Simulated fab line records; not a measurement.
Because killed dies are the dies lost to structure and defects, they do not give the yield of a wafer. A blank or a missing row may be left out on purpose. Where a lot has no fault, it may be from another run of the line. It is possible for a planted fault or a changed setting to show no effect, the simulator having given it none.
Which tool did it? || flow nand_harc || Sampling: 15 lots, 43 wafers, 5 of 1159 route steps

## WHAT EACH GAUGE READ, for each wafer
NHARC_A_SOURCE_PLATE_THK_MEAS_06: measures by ellipsometry.
{"lot": "L338", "measured": "day 8 03:08", "on": "film_metro-02", "thk_nm (nm)": "200.0 202.3 201.9"}
{"lot": "L336", "measured": "day 8 03:08", "on": "film_metro-01", "thk_nm (nm)": "202.5 203.3 204.6"}
{"lot": "L337", "measured": "day 8 07:00", "on": "film_metro-02", "thk_nm (nm)": "199.2 198.0 198.1"}
{"lot": "L340", "measured": "day 8 12:32", "on": "film_metro-02", "thk_nm (nm)": "200.0 198.1 199.6"}
{"lot": "L341", "measured": "day 8 12:32", "on": "film_metro-01", "thk_nm (nm)": "203.2 201.2 200.1"}
{"lot": "L343", "measured": "day 9 10:53", "on": "film_metro-02", "thk_nm (nm)": "200.9 201.3 198.8"}
{"lot": "L342", "measured": "day 9 10:53", "on": "film_metro-01", "thk_nm (nm)": "198.4 198.6 197.4"}
{"lot": "L348", "measured": "day 11 09:10", "on": "film_metro-01", "thk_nm (nm)": "201.2 201.9"}
{"lot": "L349", "measured": "day 11 14:26", "on": "film_metro-01", "thk_nm (nm)": "200.8 199.7"}
{"lot": "L353", "measured": "day 11 21:02", "on": "film_metro-01", "thk_nm (nm)": "201.6 200.4 201.4"}
{"lot": "L351", "measured": "day 11 21:02", "on": "film_metro-01", "thk_nm (nm)": "198.2 198.5 197.1"}
{"lot": "L352", "measured": "day 11 21:02", "on": "film_metro-02", "thk_nm (nm)": "202.9 202.7 201.7"}
{"lot": "L354", "measured": "day 12 06:12", "on": "film_metro-02", "thk_nm (nm)": "199.6 200.0 200.0"}
{"lot": "L355", "measured": "day 12 14:58", "on": "film_metro-01", "thk_nm (nm)": "202.8 201.0 204.0"}
{"lot": "L357", "measured": "day 12 20:35", "on": "film_metro-02", "thk_nm (nm)": "200.3 202.0 201.5"}

NHARC_A_ONON_D1_THK_MEAS_08: measures by ellipsometry.
{"lot": "L338", "measured": "day 8 04:56", "on": "film_metro-01", "thk_nm (nm)": "993 994 995"}
{"lot": "L336", "measured": "day 8 04:56", "on": "film_metro-02", "thk_nm (nm)": "997 998 998"}
{"lot": "L337", "measured": "day 8 08:49", "on": "film_metro-01", "thk_nm (nm)": "994 995 995"}
{"lot": "L340", "measured": "day 8 14:18", "on": "film_metro-01", "thk_nm (nm)": "1001 1002 1002"}
{"lot": "L341", "measured": "day 8 14:35", "on": "film_metro-02", "thk_nm (nm)": "989 991 991"}
{"lot": "L343", "measured": "day 9 12:40", "on": "film_metro-01", "thk_nm (nm)": "1001 1000 1001"}
{"lot": "L342", "measured": "day 9 12:40", "on": "film_metro-02", "thk_nm (nm)": "993 995 994"}
{"lot": "L348", "measured": "day 11 10:58", "on": "film_metro-01", "thk_nm (nm)": "999 999"}
{"lot": "L349", "measured": "day 11 16:12", "on": "film_metro-02", "thk_nm (nm)": "1004 1004"}
{"lot": "L353", "measured": "day 11 22:56", "on": "film_metro-02", "thk_nm (nm)": "1002 1002 1001"}
{"lot": "L351", "measured": "day 11 22:50", "on": "film_metro-02", "thk_nm (nm)": "987 987 990"}
{"lot": "L352", "measured": "day 11 22:56", "on": "film_metro-01", "thk_nm (nm)": "1004 1002 1004"}
{"lot": "L354", "measured": "day 12 08:01", "on": "film_metro-01", "thk_nm (nm)": "1007 1007 1006"}
{"lot": "L355", "measured": "day 12 16:47", "on": "film_metro-02", "thk_nm (nm)": "987 987 988"}
{"lot": "L357", "measured": "day 12 22:21", "on": "film_metro-01", "thk_nm (nm)": "1006 1004 1005"}

NHARC_A_ONON_D1_THK_MEAS_21: measures by ellipsometry.
{"lot": "L338", "measured": "day 8 14:05", "on": "film_metro-02", "thk_nm (nm)": "1008 1003 1006"}
{"lot": "L336", "measured": "day 8 13:52", "on": "film_metro-02", "thk_nm (nm)": "995 994 994"}
{"lot": "L337", "measured": "day 8 17:33", "on": "film_metro-02", "thk_nm (nm)": "995 997 996"}
{"lot": "L340", "measured": "day 9 01:12", "on": "film_metro-01", "thk_nm (nm)": "986 986 984"}
{"lot": "L341", "measured": "day 9 01:14", "on": "film_metro-02", "thk_nm (nm)": "1008 1008 1008"}
{"lot": "L343", "measured": "day 9 22:25", "on": "film_metro-01", "thk_nm (nm)": "996 995 995"}
{"lot": "L342", "measured": "day 9 22:26", "on": "film_metro-01", "thk_nm (nm)": "1002 1003 1001"}
{"lot": "L348", "measured": "day 11 19:44", "on": "film_metro-02", "thk_nm (nm)": "911 910"}
{"lot": "L349", "measured": "day 12 00:59", "on": "film_metro-02", "thk_nm (nm)": "905 992"}
{"lot": "L353", "measured": "day 12 10:24", "on": "film_metro-02", "thk_nm (nm)": "991 991 992"}
{"lot": "L351", "measured": "day 12 10:24", "on": "film_metro-02", "thk_nm (nm)": "1000 914 1001"}
{"lot": "L352", "measured": "day 12 10:24", "on": "film_metro-01", "thk_nm (nm)": "987 988 988"}
{"lot": "L354", "measured": "day 12 18:02", "on": "film_metro-01", "thk_nm (nm)": "1002 1002 1002"}
{"lot": "L355", "measured": "day 13 03:24", "on": "film_metro-02", "thk_nm (nm)": "1006 1005 1006"}
{"lot": "L357", "measured": "day 13 07:10", "on": "film_metro-01", "thk_nm (nm)": "1002 1000 1000"}

NHARC_A_CHANNEL_HOLE_D1_CD_MEAS_10: the cd target is 100 nm.
{"lot": "L338", "measured": "day 8 21:23", "on": "cd_sem-02", "cd_nm (nm)": "100.8 100.4 100.5"}
{"lot": "L336", "measured": "day 8 20:32", "on": "cd_sem-01", "cd_nm (nm)": "100.3 101.5 100.7"}
{"lot": "L337", "measured": "day 8 22:34", "on": "cd_sem-03", "cd_nm (nm)": "100.1 100.1 99.4"}
{"lot": "L340", "measured": "day 9 06:02", "on": "cd_sem-02", "cd_nm (nm)": "99.1 100.4 100.1"}
{"lot": "L341", "measured": "day 9 06:30", "on": "cd_sem-01", "cd_nm (nm)": "99.4 99.9 99.4"}
{"lot": "L343", "measured": "day 10 03:34", "on": "cd_sem-01", "cd_nm (nm)": "100.3 100.9 101.4"}
{"lot": "L342", "measured": "day 10 04:55", "on": "cd_sem-02", "cd_nm (nm)": "100.6 101.3 101.4"}
{"lot": "L349", "measured": "day 12 07:04", "on": "cd_sem-02", "cd_nm (nm)": 100.0}
{"lot": "L353", "measured": "day 12 17:28", "on": "cd_sem-02", "cd_nm (nm)": "100.4 100.9 100.9"}
{"lot": "L351", "measured": "day 12 16:46", "on": "cd_sem-02", "cd_nm (nm)": "100.0 100.1"}
{"lot": "L352", "measured": "day 12 17:52", "on": "cd_sem-03", "cd_nm (nm)": "100.6 100.6 99.8"}
{"lot": "L354", "measured": "day 13 00:35", "on": "cd_sem-02", "cd_nm (nm)": "100.0 100.3 99.7"}
{"lot": "L355", "measured": "day 13 08:36", "on": "cd_sem-01", "cd_nm (nm)": "100.5 100.6 100.8"}
{"lot": "L357", "measured": "day 13 12:29", "on": "cd_sem-01", "cd_nm (nm)": "100.7 100.4 99.6"}

## TOOL THAT RAN EACH LOT (tool first, then ch and the chambers of the sampled wafers, then the start)
{"lot": "L338", "NHARC_A_ONON_D1_DEP_19": "pecvd_onon-02 ch 0, day 8 13:35"}
{"lot": "L336", "NHARC_A_ONON_D1_DEP_19": "pecvd_onon-03 ch 0, day 8 13:22"}
{"lot": "L337", "NHARC_A_ONON_D1_DEP_19": "pecvd_onon-02 ch 0, day 8 17:02"}
{"lot": "L340", "NHARC_A_ONON_D1_DEP_19": "pecvd_onon-03 ch 0, day 9 00:41"}
{"lot": "L341", "NHARC_A_ONON_D1_DEP_19": "pecvd_onon-04 ch 0, day 9 00:46"}
{"lot": "L343", "NHARC_A_ONON_D1_DEP_19": "pecvd_onon-02 ch 0, day 9 21:54"}
{"lot": "L342", "NHARC_A_ONON_D1_DEP_19": "pecvd_onon-04 ch 0, day 9 21:58"}
{"lot": "L348", "NHARC_A_ONON_D1_DEP_19": "pecvd_onon-04 ch 0, day 11 19:16"}
{"lot": "L349", "NHARC_A_ONON_D1_DEP_19": "pecvd_onon-04 ch 0, day 12 00:32"}
{"lot": "L353", "NHARC_A_ONON_D1_DEP_19": "pecvd_onon-03 ch 0, day 12 09:53"}
{"lot": "L351", "NHARC_A_ONON_D1_DEP_19": "pecvd_onon-04 ch 0, day 12 09:53"}
{"lot": "L352", "NHARC_A_ONON_D1_DEP_19": "pecvd_onon-02 ch 0, day 12 09:57"}
{"lot": "L354", "NHARC_A_ONON_D1_DEP_19": "pecvd_onon-03 ch 0, day 12 17:35"}
{"lot": "L355", "NHARC_A_ONON_D1_DEP_19": "pecvd_onon-03 ch 0, day 13 02:53"}
{"lot": "L357", "NHARC_A_ONON_D1_DEP_19": "pecvd_onon-03 ch 0, day 13 06:40"}
- NHARC_A_ONON_D1_DEP_19: target thk 1000 nm.

## AS READ BY THE TOOLS THEMSELVES (means over the sampled wafers that have a number; for cases with no such wafer, the mark the record gives instead)
The record holds no such reading with a usual standard deviation.

## THE ANSWER, worked out from the rows above alone
Rule: usual is defined by the lots themselves. The widest of any qualifying gaps counts: lots, ordered by their means at a reading, are off when they make up no more than a third of the lots, leave a main group of 4 or more, and stand apart from it by 3 or more times the standard deviation of that group's means. The tables above print the reading to a certain number of digits; a main group whose means all agree to those digits is not used. A lot without any number at a reading at which 4 lots or more have one is off too. All remaining lots with rows at the step are treated as sound. Order of review: gauges by route order, followed by the tools' own readings, for which a lot's mean as printed above is used. At the first step where some lot is off, the reading lying furthest off is the one used; lots without a number count as furthest.
No lot is off at any reading shown: from this, nothing can be told.

## WHAT THE SIMULATOR HAD PUT IN
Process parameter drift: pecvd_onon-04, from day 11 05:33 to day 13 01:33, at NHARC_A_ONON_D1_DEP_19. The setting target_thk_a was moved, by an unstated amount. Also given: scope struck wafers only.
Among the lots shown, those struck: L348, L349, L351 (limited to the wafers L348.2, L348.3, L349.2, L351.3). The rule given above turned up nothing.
